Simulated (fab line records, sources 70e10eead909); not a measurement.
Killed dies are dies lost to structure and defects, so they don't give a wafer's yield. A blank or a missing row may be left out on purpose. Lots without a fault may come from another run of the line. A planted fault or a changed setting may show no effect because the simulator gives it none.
Which tool did it? | flow nand_harc | 11 lots, 33 wafers sampled, at 4 steps of a route of 1159

WHAT THE GAUGES READ, wafer by wafer
The record holds no reading of a measuring or inspecting step that can be judged against a usual standard deviation.

WHICH TOOL RAN EACH LOT (tool, then ch and the chambers of the sampled wafers, then the start)
lot  | NHARC_P_M0_DEGAS_28          | NHARC_P_M0_PVD_21                       | NHARC_P_M1_ETCH_35                 | NHARC_P_M1_STRIP_18
L942 | pvd_sputter-03, day 6 07:42  | pvd_sputter-03, day 6 10:55 or earlier  | rie_diel-11 ch 1,2,3, day 6 10:55  | rie_diel-10 ch 0,2,3, day 6 11:12
L943 | pvd_sputter-03, day 6 08:23  | pvd_sputter-03, day 6 11:35 or earlier  | rie_diel-12 ch 0,1,3, day 6 11:35  | rie_diel-10 ch 0,3, day 6 11:53
L944 | pvd_sputter-03, day 6 14:33  | pvd_sputter-03, day 6 17:47 or earlier  | rie_diel-11 ch 0,1, day 6 17:47    | rie_diel-10 ch 1,2, day 6 18:04
L945 | pvd_sputter-02, day 6 15:56  | pvd_sputter-02, day 6 19:11 or earlier  | rie_diel-11 ch 1,2, day 6 19:11    | rie_diel-10 ch 2,3, day 6 19:30
L952 | pvd_sputter-03, day 8 06:04  | pvd_sputter-03, day 8 09:20 or earlier  | rie_diel-11 ch 0,3, day 8 09:20    | rie_diel-12 ch 0,2,3, day 8 09:43
L958 | pvd_sputter-02, day 9 21:10  | pvd_sputter-02, day 10 00:16 or earlier | rie_diel-12 ch 0,2, day 10 00:16   | rie_diel-10 ch 0,2,3, day 10 00:33
L959 | pvd_sputter-03, day 10 04:29 | pvd_sputter-03, day 10 07:42 or earlier | rie_diel-12 ch 1,2,3, day 10 07:42 | rie_diel-10 ch 0,1,2, day 10 08:00
L961 | pvd_sputter-03, day 10 16:10 | pvd_sputter-03, day 10 19:23 or earlier | rie_diel-10 ch 0,1,3, day 10 19:23 | rie_diel-11 ch 0,1, day 10 19:40
L963 | pvd_sputter-01, day 10 22:01 | pvd_sputter-01, day 11 01:16 or earlier | rie_diel-12 ch 1,3, day 11 01:16   | rie_diel-11 ch 0,2,3, day 11 01:35
L964 | pvd_sputter-03, day 11 03:13 | pvd_sputter-03, day 11 06:20 or earlier | rie_diel-11 ch 0,1,2, day 11 06:20 | rie_diel-12 ch 0,1,3, day 11 06:40
L965 | pvd_sputter-03, day 11 14:08 | pvd_sputter-03, day 11 17:30 or earlier | rie_diel-12 ch 2,3, day 11 17:30   | rie_diel-11 ch 0,2, day 11 17:49
- NHARC_P_M0_DEGAS_28: time 60 s.
- NHARC_P_M0_PVD_21: deposits Cu, target thk 30 nm, time 20.49 s.
- NHARC_P_M1_ETCH_35: etches the open film in N2/H2, target depth 40 nm, overetch 12 nm, time 43.94 s.
- NHARC_P_M1_STRIP_18: strips in N2/H2.

WHAT THE TOOLS THEMSELVES READ (means of the sampled wafers that have a number; where no wafer has one, the mark that the record gives instead)
NHARC_P_M0_DEGAS_28. Usual: heater_power_w 325 W, standard deviation 32.
lot  | tool           | heater_power_w (W) | flag
L942 | pvd_sputter-03 | 315                |
L943 | pvd_sputter-03 | 319                |
L944 | pvd_sputter-03 | 344                |
L945 | pvd_sputter-02 | 328                |
L952 | pvd_sputter-03 | 282                |
L958 | pvd_sputter-02 | 325                |
L959 | pvd_sputter-03 | 290                |
L961 | pvd_sputter-03 | 307                |
L963 | pvd_sputter-01 | 358                |
L964 | pvd_sputter-03 | 295                |
L965 | pvd_sputter-03 | 297                |

NHARC_P_M0_PVD_21. Usual: throttle_valve_pct 29.7 %, standard deviation 0.96.
lot  | tool           | throttle_valve_pct (%) | flag
L942 | pvd_sputter-03 | 29.4                   |
L943 | pvd_sputter-03 | 29.8                   |
L944 | pvd_sputter-03 | 29.5                   |
L945 | pvd_sputter-02 | 28.7                   |
L952 | pvd_sputter-03 | 30.8                   |
L958 | pvd_sputter-02 | 29.5                   |
L959 | pvd_sputter-03 | 29.3                   |
L961 | pvd_sputter-03 | 30.1                   |
L963 | pvd_sputter-01 | 30.7                   |
L964 | pvd_sputter-03 | 30.2                   |
L965 | pvd_sputter-03 | 29.7                   |

NHARC_P_M1_ETCH_35. Usual: drypump_motor_current_A 5.8 A, standard deviation 0.38; mfc_ar_sccm 0.009 sccm, standard deviation 0.012; oes_product_au 1.002 a.u., standard deviation 0.013; rf_vpp_V 431.5 V, standard deviation 2.7; showerhead_plenum_p_Torr 2.07 Torr, standard deviation 0.092; throttle_valve_pct 14.172 %, standard deviation 0.0089.
lot  | tool        | drypump_motor_current_A (A) | mfc_ar_sccm (sccm) | oes_product_au (a.u.) | rf_vpp_V (V) | showerhead_plenum_p_Torr (Torr) | throttle_valve_pct (%) | flag
L942 | rie_diel-11 | 5.6                         | 0.013              | 0.986                 | 431.9        | 2.07                            | 14.169                 |
L943 | rie_diel-12 | 5.8                         | 0.005              | 1.009                 | 432.4        | 2.09                            | 14.180                 |
L944 | rie_diel-11 | 5.9                         | 0.000              | 0.997                 | 431.0        | 2.06                            | 14.169                 |
L945 | rie_diel-11 | 5.7                         | 0.000              | 0.993                 | 430.4        | 2.03                            | 14.177                 |
L952 | rie_diel-11 | 6.0                         | 0.013              | 0.892                 | 432.5        | 2.10                            | 14.163                 | OFF
L958 | rie_diel-12 | 5.7                         | 0.007              | 0.994                 | 433.7        | 2.15                            | 14.173                 |
L959 | rie_diel-12 | 6.0                         | 0.011              | 1.010                 | 429.4        | 2.03                            | 14.169                 |
L961 | rie_diel-10 | 5.6                         | 0.012              | 0.989                 | 432.2        | 2.08                            | 14.170                 |
L963 | rie_diel-12 | 6.0                         | 0.009              | 1.001                 | 428.9        | 1.99                            | 14.170                 |
L964 | rie_diel-11 | 6.0                         | 0.000              | 1.021                 | 430.1        | 2.03                            | 14.177                 |
L965 | rie_diel-12 | 5.8                         | 0.007              | 1.008                 | 431.4        | 2.10                            | 14.178                 |

NHARC_P_M1_STRIP_18. Usual: drypump_motor_current_A 5.9 A, standard deviation 0.43; mfc_ar_sccm 0.008 sccm, standard deviation 0.011; oes_product_au 1.002 a.u., standard deviation 0.013; rf_vpp_V 90.9 V, standard deviation 0.99; showerhead_plenum_p_Torr 2.08 Torr, standard deviation 0.086; throttle_valve_pct 14.170 %, standard deviation 0.0095.
lot  | tool        | drypump_motor_current_A (A) | mfc_ar_sccm (sccm) | oes_product_au (a.u.) | rf_vpp_V (V) | showerhead_plenum_p_Torr (Torr) | throttle_valve_pct (%) | flag
L942 | rie_diel-10 | 6.1                         | 0.006              | 0.995                 | 91.1         | 2.12                            | 14.167                 |
L943 | rie_diel-10 | 5.9                         | 0.012              | 1.012                 | 91.4         | 2.15                            | 14.171                 |
L944 | rie_diel-10 | 5.5                         | 0.011              | 0.985                 | 90.9         | 1.98                            | 14.174                 |
L945 | rie_diel-10 | 6.2                         | 0.006              | 1.001                 | 91.5         | 2.08                            | 14.170                 |
L952 | rie_diel-12 | 5.8                         | 0.007              | 1.017                 | 91.2         | 2.13                            | 14.170                 |
L958 | rie_diel-10 | 6.1                         | 0.006              | 0.996                 | 92.0         | 2.12                            | 14.176                 |
L959 | rie_diel-10 | 5.9                         | 0.006              | 0.991                 | 90.2         | 2.06                            | 14.171                 |
L961 | rie_diel-11 | 5.9                         | 0.000              | 1.012                 | 91.1         | 2.06                            | 14.175                 |
L963 | rie_diel-11 | 5.8                         | 0.013              | 1.014                 | 90.3         | 2.07                            | 14.171                 |
L964 | rie_diel-12 | 5.8                         | 0.005              | 1.000                 | 91.3         | 2.09                            | 14.173                 |
L965 | rie_diel-11 | 6.1                         | 0.000              | 1.006                 | 90.5         | 2.03                            | 14.166                 |

THE ANSWER, worked out from the rows above alone
Rule: a lot is off if the mean of its wafers that have a number lies more than 3 standard deviations from the usual mean. A lot without any number at a reading at which 4 lots or more have one is off too. The other lots that the step has rows for count as sound. The gauges are gone through in route order, then the tools' own readings, and for those a lot's mean is taken as printed above. The first step at which some lot is off is used, and at that step the reading that is off furthest; a lot without a number counts as furthest.
Off: L952, at NHARC_P_M1_ETCH_35 (oes_product_au).
A tool fits if, at that step or a process step before it, it ran every lot that is off, and no sound lot after the first of them. NHARC_P_M0_PVD_21 gives no start for some lots, so the hours and the order of its lots are those of NHARC_P_M1_ETCH_35. None of those tried fits.

WHAT THE SIMULATOR HAD PUT IN
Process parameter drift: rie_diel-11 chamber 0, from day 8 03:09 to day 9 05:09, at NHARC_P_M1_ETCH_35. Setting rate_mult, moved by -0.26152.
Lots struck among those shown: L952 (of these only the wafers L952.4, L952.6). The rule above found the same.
